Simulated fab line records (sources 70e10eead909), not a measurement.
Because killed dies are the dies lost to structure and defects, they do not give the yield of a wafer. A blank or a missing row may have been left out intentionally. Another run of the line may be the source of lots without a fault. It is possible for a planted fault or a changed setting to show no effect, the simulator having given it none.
fab line records	flow nand-harc
[record] lots = 7	wafers = 20	last-day = 34
route steps=1302 shown P_CONTACT@235 END@1302
lots with no fault: from the same line, run without faults
start-h: start of the lot's first displayed wafer, in hours after the record's first day	wait-h: hours from the lot's prior step to this one	" repeats the value in the row above	L1.1+2: a row that stands for several wafers	- either no value or no given start	* or withheld: withheld	< > ~ a bound
route shown NAME@n: a module of which the file shows steps, and the number in the route of the first	usual: the fault-free wafers' mean and standard deviation	same: alike in all rows	chamber/n: place in a boat	sites: per-site readings	_std_site: their standard deviation	_edge_site: mean of outer sites minus mean of inner sites	radius-mm: for every site, how far away it sits from the centre of the wafer	mask NAME#n: copy n	behind: the most recent tool/chamber to have shaped the wafer	hold: why the lot was held/for how many hours/how that ended	device: names the non-switching transistor (n, p or np)	end of line: the tests these same wafers got at the end of their route	step lacking rows: just its recipe	killed: count of dies lost to structure and defects at first sort (not the wafer's yield)	map: per-die view of a wafer (x killed, . not killed, _ where there is no die)
set.NAME: setting as actually run; set.NAME@STEP: the setting as run at that earlier step	model.NAME: the simulator's own value behind a step, which no gauge read
lots seen at some steps along the route; tables by step, rows by wafer
services: the hour from which a tool's chamber was out of use, counted from the record's first day as start-h (under 0 if before that day), plus the number of hours and why
[[steps]]
[step NHARC_P_CONTACT_DESCUM_17]
[recipe] time-s = 3	o2-flow-sccm = 200	ar-flow-sccm = 0	bias-power-w = 0	chemistry = O2
[usual] drypump-motor-current-A = 5.6/0.33	oes-product-au = 1.000/0.008	rf-vpp-V = 57.7/0.92	showerhead-plenum-p-Torr = 1.90/0.085	throttle-valve-pct = 11.313/0.0098
lot.wafer	tool	chamber	start-h	wait-h	drypump-motor-current-A	oes-product-au	rf-hours-counter-h	rf-vpp-V	showerhead-plenum-p-Torr	throttle-valve-pct
L684.1	rie-diel-04	3	134.89	0.1	5.1	1.005	4.5	57.4	2.00	11.318
L684.2	"	1	"	"	5.9	1.003	2.9	58.1	1.82	11.303
L684.5	"	1	"	"	5.9	1.007	-	57.3	1.82	11.298
L686.3	rie-diel-08	3	157.68	0.1	5.8	0.993	6.7	58.0	1.98	11.319
L686.2	"	0	"	"	5.4	0.999	5.8	58.1	1.81	11.304
L686.1	"	2	"	"	5.7	1.008	6.6	57.5	1.82	11.315
L695.4	rie-diel-08	1	262.97	0.1	6.0	0.991	2.5	56.1	1.85	11.334
L695.2	"	2	"	"	5.6	1.007	2.6	57.1	1.82	11.306
L695.3	"	3	"	"	5.8	1.000	2.6	57.9	1.98	11.323
L698.3	rie-diel-13	1	282.32	0.1	6.1	1.004	2.1	57.2	2.01	11.322
L698.4	"	2	"	"	5.1	1.003	1.5	57.3	1.92	11.311
L698.6	"	1	"	"	6.1	0.999	-	56.7	2.01	11.314
L699.1	rie-diel-13	0	290.49	0.1	5.7	1.008	2.7	59.5	1.90	11.308
L699.3	"	2	"	"	5.1	1.012	2.0	57.4	1.92	11.329
L704.3	rie-diel-08	1	343.20	0.1	6.0	0.991	6.7	55.8	1.85	11.311
L704.1	"	2	"	"	5.7	0.996	6.6	56.4	1.82	11.322
L704.5	"	3	"	"	5.8	0.988	-	59.1	1.97	11.332
L705.1	rie-diel-04	2	346.35	0.1	5.7	1.000	4.9	57.5	2.02	11.307
L705.2	"	3	"	"	5.1	0.994	4.7	59.4	2.00	11.312
L705.3	"	0	"	"	5.3	0.991	5.1	56.5	1.83	11.317
[step NHARC_P_CONTACT_ETCH_35]
[recipe] target-depth-a = 390	over-etch-frac = 0.3	time-s = 65	ion-energy-ev = 80	cf4-flow-sccm = 150	ar-flow-sccm = 0	rf-w = 300	bias-w = 100	chemistry = CF4
[usual] drypump-motor-current-A = 5.6/0.32	oes-product-au = 1.001/0.0098	rf-vpp-V = 151.1/1.2	showerhead-plenum-p-Torr = 1.76/0.073	throttle-valve-pct = 13.283/0.0093
lot.wafer	tool	chamber	start-h	wait-h	drypump-motor-current-A	oes-product-au	rf-hours-counter-h	rf-vpp-V	showerhead-plenum-p-Torr	throttle-valve-pct
L684.1	rie-diel-04	3	135.00	0.1	5.1	1.002	4.5	151.2	1.84	13.288
L684.2	"	1	"	"	6.0	1.003	2.9	151.5	1.68	13.265
L684.5	"	3	"	"	5.1	1.022	-	152.5	1.84	13.294
L686.3	rie-diel-08	1	157.76	0.1	6.0	0.986	6.2	150.1	1.72	13.274
L686.2	"	2	"	"	5.7	1.012	6.6	149.9	1.69	13.286
L686.1	"	3	"	"	5.8	0.996	6.7	152.8	1.82	13.290
L695.3	rie-diel-08	2	263.06	0.1	5.6	1.011	2.6	150.5	1.69	13.283
L695.2	"	3	"	"	5.8	0.993	2.6	152.1	1.82	13.289
L695.4	"	0	"	"	5.4	0.984	2.7	148.7	1.68	13.286
L698.4	rie-diel-13	2	282.41	0.1	5.1	1.001	1.5	149.5	1.77	13.285
L698.3	"	0	"	"	5.7	1.008	2.1	150.6	1.76	13.291
L698.6	"	1	"	"	6.1	1.009	-	150.5	1.85	13.282
L699.1	rie-diel-13	1	290.58	0.1	6.1	1.003	2.6	152.5	1.85	13.298
L699.3	"	3	"	"	5.7	0.988	2.5	148.6	1.68	13.280
L704.1	rie-diel-08	3	343.27	0.1	5.8	0.983	6.8	152.8	1.82	13.289
L704.3	"	2	"	"	5.7	0.998	6.6	150.5	1.69	13.279
L704.5	"	0	"	"	5.4	0.992	-	151.0	1.67	13.285
L705.1	rie-diel-04	1	346.44	0.1	5.9	1.008	5.3	150.0	1.68	13.277
L705.3	"	2	"	"	5.7	0.991	4.9	151.6	1.86	13.272
L705.2	"	3	"	"	5.2	1.006	4.7	152.4	1.84	13.286
[step NHARC_P_CONTACT_ETCH_36]
[recipe] target-depth-a = 2600	over-etch-frac = 0.25	time-s = 406.25	ion-energy-ev = 200	n2-flow-sccm = 150	h2-flow-sccm = 150	ar-flow-sccm = 0	rf-w = 400	bias-w = 150	chemistry = N2/H2
[step NHARC_P_CONTACT_ETCH_18]
[recipe] target-depth-a = 4810	time-s = 240.5	c4f8-flow-sccm = 20	o2-flow-sccm = 10	ar-flow-sccm = withheld	rf-w = 600	bias-w = 1500	chemistry = C4F8/O2/Ar
[usual] oes-product-au = 0.960/0.017	rf-vpp-V = 978/5.8
lot.wafer	tool	chamber	start-h	wait-h	oes-product-au	rf-hours-counter-h	rf-vpp-V
L684.2	rie-diel-04	3	-	-	0.971	4.8	984
L684.1	"	2	"	"	0.956	3.3	987
L684.5	"	1	"	"	0.924	-	970
L686.2	rie-diel-08	1	-	-	0.964	6.5	974
L686.3	"	2	"	"	0.984	6.8	972
L686.1	"	0	"	"	0.952	6.0	972
L695.4	rie-diel-08	0	-	-	0.956	3.0	971
L695.3	"	1	"	"	0.943	2.8	974
L695.2	"	2	"	"	0.982	2.8	972
L698.4	rie-diel-13	1	-	-	0.949	2.2	984
L698.3	"	0	"	"	0.961	2.4	976
L698.6	"	2	"	"	0.946	-	979
L699.3	rie-diel-13	3	-	-	0.968	2.8	971
L699.1	"	1	"	"	0.966	2.7	983
L704.3	rie-diel-08	0	-	-	0.958	7.2	971
L704.1	"	2	"	"	0.953	6.9	973
L704.5	"	0	"	"	0.954	-	972
L705.3	rie-diel-04	3	-	-	0.956	4.8	984
L705.1	"	0	"	"	0.962	5.3	972
L705.2	"	1	"	"	0.954	5.6	971
[step NHARC_P_CONTACT_STRIP_37]
[recipe] c4f8-flow-sccm = withheld	o2-flow-sccm = 8	ar-flow-sccm = withheld	bias-w = 0	chemistry = C4F8/O2/Ar
[step NHARC_P_CONTACT_ETCH_31]
[recipe] target-depth-a = 300	time-s = 85.7	ion-energy-ev = 120	over-etch-frac = 1	ch3f-flow-sccm = 50	o2-flow-sccm = 30	ar-flow-sccm = 200	rf-w = 500	bias-w = 100	chemistry = CH3F/O2
[step NHARC_P_CONTACT_CD_MEAS_19]
[usual] cd-nm = 89.8/1.5
lot.wafer	tool	chamber	start-h	wait-h	cd-nm
L684.1	cd-sem-02	-	135.90	-	91.8
L684.2	"	-	"	"	91.5
L684.5	"	-	"	"	91.5
L686.1	cd-sem-01	-	158.69	-	90.0
L686.2	"	-	"	"	91.5
L686.3	"	-	"	"	94.4
L695.2	cd-sem-03	-	263.84	-	90.8
L695.3	"	-	"	"	89.8
L695.4	"	-	"	"	92.0
L698.3	cd-sem-02	-	283.20	-	85.1
L698.4	"	-	"	"	88.6
L698.6	"	-	"	"	89.7
L699.1	cd-sem-01	-	291.35	-	89.4
L699.3	"	-	"	"	90.9
L704.1	cd-sem-03	-	344.06	-	90.7
L704.3	"	-	"	"	91.5
L704.5	"	-	"	"	89.4
L705.1	cd-sem-01	-	347.23	-	89.3
L705.2	"	-	"	"	89.3
L705.3	"	-	"	"	90.1
[step NHARC_P_CONTACT_STRIP_28]
[recipe] o2-flow-sccm = 500	ar-flow-sccm = 0	bias-w = 0	chemistry = O2
[usual] drypump-motor-current-A = 5.6/0.3	oes-product-au = 0.999/0.0098	rf-vpp-V = 57.5/0.83	showerhead-plenum-p-Torr = 3.48/0.14	throttle-valve-pct = 17.037/0.0093
lot.wafer	tool	chamber	start-h	wait-h	drypump-motor-current-A	oes-product-au	rf-hours-counter-h	rf-vpp-V	showerhead-plenum-p-Torr	throttle-valve-pct
L684.1	rie-diel-08	3	135.98	0.1	5.8	0.993	6.0	58.5	3.64	17.043
L684.2	"	1	"	"	6.1	0.986	5.0	56.3	3.43	17.045
L684.5	"	0	"	"	5.4	0.991	-	57.6	3.34	17.044
L686.3	rie-diel-13	3	158.78	0.1	5.6	1.003	4.5	55.1	3.34	17.034
L686.1	"	0	"	"	5.7	1.009	4.2	57.7	3.51	17.034
L686.2	"	1	"	"	6.1	1.005	3.9	58.5	3.69	17.038
L695.3	rie-diel-04	2	263.93	0.1	5.7	1.003	3.0	57.1	3.71	17.037
L695.2	"	3	"	"	5.2	1.009	2.7	56.0	3.67	17.037
L695.4	"	0	"	"	5.3	1.009	2.9	56.7	3.38	17.034
L698.4	rie-diel-04	1	283.28	0.1	6.0	0.984	3.5	56.2	3.36	17.044
L698.3	"	2	"	"	5.7	0.994	3.4	58.1	3.71	17.054
L698.6	"	0	"	"	5.3	0.990	-	56.8	3.38	17.041
L699.3	rie-diel-04	3	291.43	0.1	5.2	1.006	3.1	57.8	3.67	17.035
L699.1	"	1	"	"	6.0	1.001	3.6	56.1	3.36	17.033
L704.1	rie-diel-04	1	344.13	0.1	6.0	0.997	5.3	56.6	3.36	17.027
L704.3	"	2	"	"	5.7	0.999	4.9	58.9	3.71	17.027
L704.5	"	2	"	"	5.7	0.989	-	57.6	3.71	17.036
L705.1	rie-diel-08	1	347.32	0.1	6.1	0.996	6.9	57.9	3.42	17.041
L705.3	"	2	"	"	5.6	0.999	6.9	57.9	3.37	17.033
L705.2	"	3	"	"	5.8	0.989	7.2	58.3	3.63	17.037
[step NHARC_P_CONTACT_STRIP_29]
[recipe] time-s = 1200	temp-c = 72.5	chemistry = post-etch-residue-remover
[step NHARC_P_CONTACT_DEGAS_38]
[recipe] temp-c = 300	time-s = 60
[usual] heater-power-w = 459/37
lot.wafer	tool	chamber	start-h	wait-h	heater-power-w
L684.2	pvd-sputter-01	-	136.63	-	479
L684.1	"	-	"	"	504
L684.5	"	-	"	"	490
L686.3	pvd-sputter-01	-	159.41	-	422
L686.1	"	-	"	"	466
L686.2	"	-	"	"	490
L695.2	pvd-sputter-02	-	264.61	-	489
L695.4	"	-	"	"	455
L695.3	"	-	"	"	412
L698.4	pvd-sputter-03	-	283.93	-	448
L698.3	"	-	"	"	410
L698.6	"	-	"	"	437
L699.1	pvd-sputter-03	-	292.07	-	489
L699.3	"	-	"	"	409
L704.1	pvd-sputter-02	-	344.77	-	450
L704.3	"	-	"	"	438
L704.5	"	-	"	"	441
L705.3	pvd-sputter-02	-	347.96	-	439
L705.1	"	-	"	"	438
L705.2	"	-	"	"	500
[step NHARC_P_CONTACT_PRE_CLEAN_39]
[recipe] time-s = 19.5	bias-v = 250	gas = Ar
[step NHARC_P_CONTACT_PVD_32]
[recipe] target-thk-a = 50	chamber-pressure-pa = 5	power-w = 5000	substrate-temp-c = 200	time-s = 17.7	material = Ti
[step NHARC_P_CONTACT_ALD_22]
[recipe] target-thk-a = 30	pulse-time-s = 1	ald-cycles = 150	temp-c = 450	material = TiN
[usual] ald-cycles = 150/0	heater-power-w = 1114/97	precursor-pulse-height-rel = 1.002/0.019
lot.wafer	tool	chamber	start-h	wait-h	ald-cycles	heater-power-w	precursor-pulse-height-rel
L684.1	ald-metal-02	0	136.90	-	150	1030	1.009
L684.2	"	1	"	"	150	1282	0.991
L684.5	"	3	"	"	150	1248	0.993
L686.3	ald-metal-04	2	159.67	-	150	978	1.015
L686.1	"	3	"	"	150	1053	1.021
L686.2	"	0	"	"	150	1194	1.011
L695.3	ald-metal-02	1	264.85	-	73	1208	0.967
L695.2	"	2	"	"	150	1156	1.019
L695.4	"	3	"	"	150	1143	0.988
L698.3	ald-metal-02	1	284.16	-	73	1205	1.005
L698.4	"	2	"	"	150	1178	0.953
L698.6	"	1	"	"	150	1219	1.032
L699.1	ald-metal-02	0	292.35	-	150	971	1.022
L699.3	"	1	"	"	73	1182	1.022
L704.3	ald-metal-04	2	345.05	-	150	1024	0.998
L704.1	"	3	"	"	150	1038	1.001
L704.5	"	1	"	"	150	1119	1.007
L705.2	ald-metal-04	1	348.21	-	150	1106	1.017
L705.3	"	2	"	"	150	1022	1.012
L705.1	"	0	"	"	150	1142	1.009
[step NHARC_P_CONTACT_CVD_23]
[recipe] target-thk-a = 2000	temp-c = 300	pressure-torr = 40	wf6-flow-sccm = 40	h2-flow-sccm = 1600	ar-flow-sccm = 1560	time-s = 557	material = W
[step NHARC_END_SORT_01]
[recipe] temp-c = 25
[usual] killed-at-array = 56/19	killed-at-other = 0.8/1.1	killed-at-periphery = 3.4/2.5	killed-dies = 60/19	killed-open = 2.9/1.7	killed-short = 2.4/1.6
[same] gross-dies = 677
lot.wafer	tool	chamber	start-h	wait-h	killed-at-array	killed-at-other	killed-at-periphery	killed-dies	killed-open	killed-short
L695.3	prober-01	0	710.63	3.1	49	0	628	677	5	2
L699.3	prober-02	0	731.21	3.1	32	0	645	677	2	4
L698.3	prober-01	0	731.22	3.1	58	3	616	677	3	1
L698.6	prober-01	0	733.62	4.0	50	2	3	55	7	3
// killed by level:class
L695.3 P_CONTACT:area-ald=623 A_CHANNEL_HOLE_D2:chamber-film-flake=22 A_CONTACT:chamber-film-flake=7 A_CHANNEL_HOLE_D1:chamber-film-flake=6 A_STAIRCASE:chamber-film-flake=4 A_SLIT:chamber-film-flake=3 A_ONON_D1:geometric-particle:short=2 A_M0:geometric-particle:open=2
L699.3 P_CONTACT:area-ald=643 A_CHANNEL_HOLE_D1:chamber-film-flake=9 A_CONTACT:chamber-film-flake=7 A_SLIT:chamber-film-flake=7 A_CHANNEL_FILL_D2:geometric-particle:short=3 A_WL_FILL:chamber-film-flake=3 P_M2:geometric-particle:short=1 A_CHANNEL_FILL_D1:geometric-particle:open=1
L698.3 P_CONTACT:area-ald=616 A_CHANNEL_HOLE_D2:chamber-film-flake=19 A_CHANNEL_HOLE_D1:chamber-film-flake=13 A_STAIRCASE:chamber-film-flake=6 A_SLIT:chamber-film-flake=6 A_CONTACT:chamber-film-flake=4 A_WL_FILL:chamber-film-flake=3 THIN_TSV:chamber-film-flake=3
L698.6 A_CHANNEL_HOLE_D2:chamber-film-flake=22 A_CHANNEL_HOLE_D1:chamber-film-flake=8 A_CONTACT:chamber-film-flake=5 A_STAIRCASE:chamber-film-flake=4 A_SLIT:chamber-film-flake=2 A_WL_FILL:chamber-film-flake=2 P_GATE:geometric-particle:open=1 P_M0:geometric-particle:open=1
// map L695.3 (x killed, . not)
____________x____________
_________xxxxxxx_________
_______xxxxxxxxxxx_______
______xxxxxxxxxxxxx______
_____xxxxxxxxxxxxxxx_____
____xxxxxxxxxxxxxxxxx____
____xxxxxxxxxxxxxxxxx____
___xxxxxxxxxxxxxxxxxxx___
___xxxxxxxxxxxxxxxxxxx___
__xxxxxxxxxxxxxxxxxxxxx__
__xxxxxxxxxxxxxxxxxxxxx__
_xxxxxxxxxxxxxxxxxxxxxxx_
_xxxxxxxxxxxxxxxxxxxxxxx_
_xxxxxxxxxxxxxxxxxxxxxxx_
_xxxxxxxxxxxxxxxxxxxxxxx_
_xxxxxxxxxxxxxxxxxxxxxxx_
xxxxxxxxxxxxxxxxxxxxxxxxx
xxxxxxxxxxxxxxxxxxxxxxxxx
xxxxxxxxxxxxxxxxxxxxxxxxx
xxxxxxxxxxxxxxxxxxxxxxxxx
xxxxxxxxxxxxxxxxxxxxxxxxx
_xxxxxxxxxxxxxxxxxxxxxxx_
_xxxxxxxxxxxxxxxxxxxxxxx_
_xxxxxxxxxxxxxxxxxxxxxxx_
_xxxxxxxxxxxxxxxxxxxxxxx_
_xxxxxxxxxxxxxxxxxxxxxxx_
__xxxxxxxxxxxxxxxxxxxxx__
__xxxxxxxxxxxxxxxxxxxxx__
___xxxxxxxxxxxxxxxxxxx___
___xxxxxxxxxxxxxxxxxxx___
____xxxxxxxxxxxxxxxxx____
____xxxxxxxxxxxxxxxxx____
_____xxxxxxxxxxxxxxx_____
______xxxxxxxxxxxxx______
_______xxxxxxxxxxx_______
_________xxxxxxx_________
____________x____________
// map L698.3 (x killed, . not)
____________x____________
_________xxxxxxx_________
_______xxxxxxxxxxx_______
______xxxxxxxxxxxxx______
_____xxxxxxxxxxxxxxx_____
____xxxxxxxxxxxxxxxxx____
____xxxxxxxxxxxxxxxxx____
___xxxxxxxxxxxxxxxxxxx___
___xxxxxxxxxxxxxxxxxxx___
__xxxxxxxxxxxxxxxxxxxxx__
__xxxxxxxxxxxxxxxxxxxxx__
_xxxxxxxxxxxxxxxxxxxxxxx_
_xxxxxxxxxxxxxxxxxxxxxxx_
_xxxxxxxxxxxxxxxxxxxxxxx_
_xxxxxxxxxxxxxxxxxxxxxxx_
_xxxxxxxxxxxxxxxxxxxxxxx_
xxxxxxxxxxxxxxxxxxxxxxxxx
xxxxxxxxxxxxxxxxxxxxxxxxx
xxxxxxxxxxxxxxxxxxxxxxxxx
xxxxxxxxxxxxxxxxxxxxxxxxx
xxxxxxxxxxxxxxxxxxxxxxxxx
_xxxxxxxxxxxxxxxxxxxxxxx_
_xxxxxxxxxxxxxxxxxxxxxxx_
_xxxxxxxxxxxxxxxxxxxxxxx_
_xxxxxxxxxxxxxxxxxxxxxxx_
_xxxxxxxxxxxxxxxxxxxxxxx_
__xxxxxxxxxxxxxxxxxxxxx__
__xxxxxxxxxxxxxxxxxxxxx__
___xxxxxxxxxxxxxxxxxxx___
___xxxxxxxxxxxxxxxxxxx___
____xxxxxxxxxxxxxxxxx____
____xxxxxxxxxxxxxxxxx____
_____xxxxxxxxxxxxxxx_____
______xxxxxxxxxxxxx______
_______xxxxxxxxxxx_______
_________xxxxxxx_________
____________x____________
[[services]]
tool	chamber	start-h	hours	kind
rie-diel-04	2	114.97	11.6	repair
rie-diel-04	1	124.40	10.4	repair
rie-diel-04	0	132.65	10.4	repair
rie-diel-13	-	165.00	9.0	pm
rie-diel-08	2	168.33	14.2	repair
rie-diel-04	1	172.21	15.6	repair
rie-diel-13	2	176.90	6.9	repair
rie-diel-04	-	177.22	4.8	repair
rie-diel-04	-	182.03	9.0	pm
rie-diel-08	2	187.00	5.5	repair
rie-diel-08	-	190.80	9.0	pm
rie-diel-13	0	192.09	6.6	repair
ald-metal-02	1	211.71	7.0	repair
rie-diel-13	2	221.15	9.6	repair
rie-diel-13	3	228.19	20.6	repair
rie-diel-04	3	230.47	4.1	repair
rie-diel-04	0	232.39	4.6	repair
rie-diel-04	-	234.43	1.0	repair
rie-diel-08	1	240.27	6.5	repair
ald-metal-02	-	249.41	0.9	repair
ald-metal-02	-	254.15	10.0	pm
ald-metal-02	2	316.49	6.0	repair
rie-diel-13	1	324.46	10.9	repair
rie-diel-13	-	342.00	9.0	pm
[[key]]
[first-sign] step = NHARC_P_CONTACT_ALD_22	reading = ald-cycles	direction = down	sigmas = 99+	usual = 150	struck = 73
[effect] step = NHARC_END_SORT_01	reading = killed-at-periphery	direction = up	sigmas = 99+	usual = 3.4	struck = 629.7
[more-kills-born-at] NHARC_P_CONTACT_ALD_22@ald-metal-02 = 1882
met-at NHARC_P_CONTACT_ALD_22
struck-wafers L695.3,L698.3,L699.3
later-rows-left-out L695.3,L698.3,L699.3
tester-left-out L695,L698,L699
onset-between 136.90 264.85
[fault] kind = process-parameter-drift	tool = ald-metal-02	chamber = -	onset-h = 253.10	steps = NHARC_P_CONTACT_ALD_22	channel = ald-cycles	offset = -77	shape = step	end-h = 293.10	scope = struck-wafers-only	acts-in = these-recipes-only	stated = 150
// tester-left-out: of these lots the tester's yield and bins aren't shown, on N5 and GAA mostly nor the transistor test; their killed dies are dies lost to structure and defects alone, not to doping, threshold or leakage, so they don't give the yield
// later-rows-left-out: the simulator's readings of these wafers behind a module that went badly wrong aren't trusted and aren't shown, but for the sort
